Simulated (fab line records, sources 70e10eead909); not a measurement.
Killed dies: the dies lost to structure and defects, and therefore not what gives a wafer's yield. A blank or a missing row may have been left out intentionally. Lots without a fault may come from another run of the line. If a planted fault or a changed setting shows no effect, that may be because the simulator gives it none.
Chamber matching ; flow nand harc ; 4 sister chambers for NHARC_A_WL_FILL_CMP_12 on cmp-02
The step polishes, t overpolish 30 s, target thk 100 nm. 4 wafers are shown with their chamber, then 9 later ones without.

EACH WAFER AND ITS CHAMBER
wafer;chamber;motor current A (A)
L082.4;2;10.6
L089.1;0;13.7
L089.2;1;12.0
L089.5;3;10.5

WAFERS WITH NO CHAMBER GIVEN
wafer;motor current A (A)
L091.1;13.8
L091.3;11.4
L091.5;11.1
L092.1;10.5
L092.4;13.6
L092.6;13.9
L094.3;11.4
L094.4;13.3
L094.6;12.3

EACH ONE'S CHAMBER
wafer;from the rows above;in truth
L091.1;0;0
L091.3;can't be placed: 1 or 2 or 3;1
L091.5;can't be placed: 2 or 3 or 1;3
L092.1;can't be placed: 3 or 2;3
L092.4;0;0
L092.6;0;0
L094.3;can't be placed: 1 or 2 or 3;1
L094.4;0;0
L094.6;1;1
Placed correctly: 5 of 9. From these rows, 4 cannot be placed; in 4 the true chamber is one of the candidates. Number placed wrongly: 0.
How it was worked out, from the rows above alone: a wafer's distance from a chamber is the root of the sum, over the readings, of the square of ((its reading less the chamber's mean) divided by the reading's scatter). If the next closest chamber is less than 2 further off than the closest, the wafer can't be placed; otherwise it belongs to the closest. A chamber's mean is the mean of its shown wafers. The scatter: with one shown wafer a chamber, the root of the mean of the squares of how far each hidden wafer lies from its nearest shown one.
